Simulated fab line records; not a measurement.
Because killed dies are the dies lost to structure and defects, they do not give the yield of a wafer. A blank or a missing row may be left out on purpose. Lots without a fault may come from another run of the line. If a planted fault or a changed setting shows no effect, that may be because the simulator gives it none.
Split-lot experiment	flow n5_finfet	7 lots, 39 wafers read, on a route of 1938 steps

## SPLIT DETAILS
At N5_MOL_CONTACT_COAG_ALD_131 (deposits SiO2, target thk 5 nm, pulse time 1 s, co reactant pulse time 1 s), the setting ald_cycles was moved away from the recipe's 35 on 18 of the 39 wafers read, by -14.3% to +8.6%. This setting was run at the recipe's value on the other wafers.

The reading is taken at the split's own step.

## THE READING
SiO2_of_MOL_CONTACT_COAG_ALD_131.thk_nm (the simulator's own value, which no gauge read), in nm, at N5_MOL_CONTACT_COAG_ALD_131 (deposits SiO2, target thk 5 nm, pulse time 1 s, co reactant pulse time 1 s). No usual value for it is given in the file.

wafer	tool, chamber at the split	ald_cycles as run	against the recipe	SiO2_of_MOL_CONTACT_COAG_ALD_131.thk_nm, nm	against lot-mates on the recipe
L079.1	ald_sin-03, 2,1,2	35	recipe	5	-
L079.3	ald_sin-03, 2,1,2	35	recipe	5	-
L079.5	ald_sin-03, 2,1,2	35	recipe	5	-
L079.2	ald_sin-03, 3,0,3	32	-8.6%	4.6	-0.4
L079.4	ald_sin-03, 3,0,3	32	-8.6%	4.6	-0.4
L079.6	ald_sin-03, 3,0,3	32	-8.6%	4.6	-0.4
L085.1	ald_sin-03, 1,2	30	-14.3%	4.2	-0.8
L085.4	ald_sin-03, 1,2	30	-14.3%	4.2	-0.8
L085.2	ald_sin-03, 0,3,3	35	recipe	5	-
L085.3	ald_sin-03, 0,3,3	35	recipe	5	-
L085.5	ald_sin-03, 0,3,3	35	recipe	5	-
L085.6	ald_sin-03, 0	30	-14.3%	4.4	-0.6
L086.1	ald_sin-03, 0	30	-14.3%	4.4	-0.6
L086.2	ald_sin-03, 3,0	30	-14.3%	4.2	-0.8
L086.6	ald_sin-03, 3,0	30	-14.3%	4.2	-0.8
L086.3	ald_sin-03, 2,1,1	35	recipe	5	-
L086.4	ald_sin-03, 2,1,1	35	recipe	5	-
L086.5	ald_sin-03, 2,1,1	35	recipe	5	-
L087.1	ald_sin-03, 1,3,1	35	recipe	5	-
L087.3	ald_sin-03, 1,3,1	35	recipe	5	-
L087.5	ald_sin-03, 1,3,1	35	recipe	5	-
L087.2	ald_sin-03, 2,0,2	38	+8.6%	5.4	+0.4
L087.4	ald_sin-03, 2,0,2	38	+8.6%	5.4	+0.4
L087.6	ald_sin-03, 2,0,2	38	+8.6%	5.4	+0.4
L088.1	ald_sin-02, 0,2	33	-5.7%	4.8	-0.2
L088.3	ald_sin-02, 0,2	33	-5.7%	4.8	-0.2
L088.2	ald_sin-02, 3,1,1	35	recipe	5	-
L088.4	ald_sin-02, 3,1,1	35	recipe	5	-
L088.5	ald_sin-02, 3,1,1	35	recipe	5	-
L088.6	ald_sin-02, 2	33	-5.7%	4.6	-0.4
L092.3	ald_sin-02, 2,1,2	35	recipe	5	-
L092.4	ald_sin-02, 2,1,2	35	recipe	5	-
L092.6	ald_sin-02, 2,1,2	35	recipe	5	-
L097.1	ald_sin-01, 0	30	-14.3%	4.4	-0.6
L097.2	ald_sin-01, 3,1	30	-14.3%	4.2	-0.8
L097.4	ald_sin-01, 3,1	30	-14.3%	4.2	-0.8
L097.3	ald_sin-01, 2,1,2	35	recipe	5	-
L097.5	ald_sin-01, 2,1,2	35	recipe	5	-
L097.6	ald_sin-01, 2,1,2	35	recipe	5	-
Rows listing several chambers each stand for several wafers; the file does not say which wafer went through which chamber.

THE FIT
A straight line over all 39 wafers: SiO2_of_MOL_CONTACT_COAG_ALD_131.thk_nm changes by +0.0501 nm for each +1% of ald_cycles; r = +0.99; the points scatter about the line by 0.056 nm.
The same after taking each lot's own level away (the mean of its wafers on the recipe; 39 wafers): +0.0501 nm for each +1%; r = +0.99; scatter 0.056 nm.
The reading moves by 0.72 nm for the largest change in ald_cycles, on that fit.
The lots' own levels span 5.00 to 5.00 nm.
The two slopes are in agreement: the lot-to-lot level therefore moves the slope only a little.
Check: -0.711 nm against its lot-mates is what the line predicts for one of the wafers moved furthest among these (-14.3%) when that wafer is left out of the fit. Against them it came out at -0.8 nm.

## OTHER SPLITS ON THESE WAFERS
These wafers also went through other splits before the reading. Each is held against what the fit with the lots' levels taken away leaves over:
other split on the same wafers	wafers away from the commonest value	r with SiO2_of_MOL_CONTACT_COAG_ALD_131.thk_nm (lot level and that fit taken away)
N5_DUMMY_GATE_EXPOSE_12 dose_mj	15	-0.13
N5_DUMMY_GATE_ETCH_31 target_depth_a	15	+0.08
N5_SD_EPI_N_ETCH_35 source_w	15	+0.36
N5_HKMG_FIN_ETCH_58 bias_w	9	-0.12

## THE FILE'S OWN FIT
SiO2_of_MOL_CONTACT_COAG_ALD_131.thk_nm changes by +0.0503 nm for each +1% of ald_cycles, r = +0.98.
